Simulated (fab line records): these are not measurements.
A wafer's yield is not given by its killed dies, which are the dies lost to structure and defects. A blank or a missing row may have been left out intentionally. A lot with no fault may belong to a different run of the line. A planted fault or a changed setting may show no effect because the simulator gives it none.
Chamber matching :: flow nand_harc :: NHARC_A_ZERO_WELL_ETCH_13 on rie_si-02: 4 sister chambers
The step etches the open film in HBr/Cl2, target depth 120 nm, time 40.1 s. 4 wafers are shown with their chamber, then 7 later ones without.

WAFERS PAIRED WITH THEIR CHAMBERS
wafer: L548.5
chamber: 1
oes_product_au (a.u.): 0.981

wafer: L548.6
chamber: 2
oes_product_au (a.u.): 0.995

wafer: L559.1
chamber: 3
oes_product_au (a.u.): 0.980

wafer: L559.3
chamber: 0
oes_product_au (a.u.): 1.029

WAFERS WITH NO CHAMBER GIVEN
wafer: L559.5
oes_product_au (a.u.): 1.012

wafer: L561.1
oes_product_au (a.u.): 0.996

wafer: L561.4
oes_product_au (a.u.): 0.969

wafer: L561.5
oes_product_au (a.u.): 1.025

wafer: L562.2
oes_product_au (a.u.): 1.018

wafer: L562.3
oes_product_au (a.u.): 1.008

wafer: L562.6
oes_product_au (a.u.): 1.000

WHICH CHAMBER EACH ONE RAN IN
wafer: L559.5
from the rows above: can't be placed: 0 or 2 or 1 or 3
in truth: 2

wafer: L561.1
from the rows above: can't be placed: 2 or 1 or 3
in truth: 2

wafer: L561.4
from the rows above: can't be placed: 3 or 1 or 2
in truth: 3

wafer: L561.5
from the rows above: 0
in truth: 0

wafer: L562.2
from the rows above: can't be placed: 0 or 2
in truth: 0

wafer: L562.3
from the rows above: can't be placed: 2 or 0 or 1 or 3
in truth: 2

wafer: L562.6
from the rows above: can't be placed: 2 or 1 or 3
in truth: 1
Correctly placed: 1 of 7. Cannot be placed on the basis of these rows: 6; the candidates contain the true chamber in 6. Placed wrongly: 0.
How it was worked out, from the rows above alone: a wafer's distance from a chamber is the root of the sum, over the readings, of the square of ((its reading less the chamber's mean) divided by the reading's scatter). The wafer belongs to the nearest chamber; if the next one is less than 2 further off, it can't be placed. For every chamber, the mean is computed from those of its wafers that are shown. The scatter: root of mean squared gap, hidden wafer to nearest shown wafer, with one shown wafer a chamber.
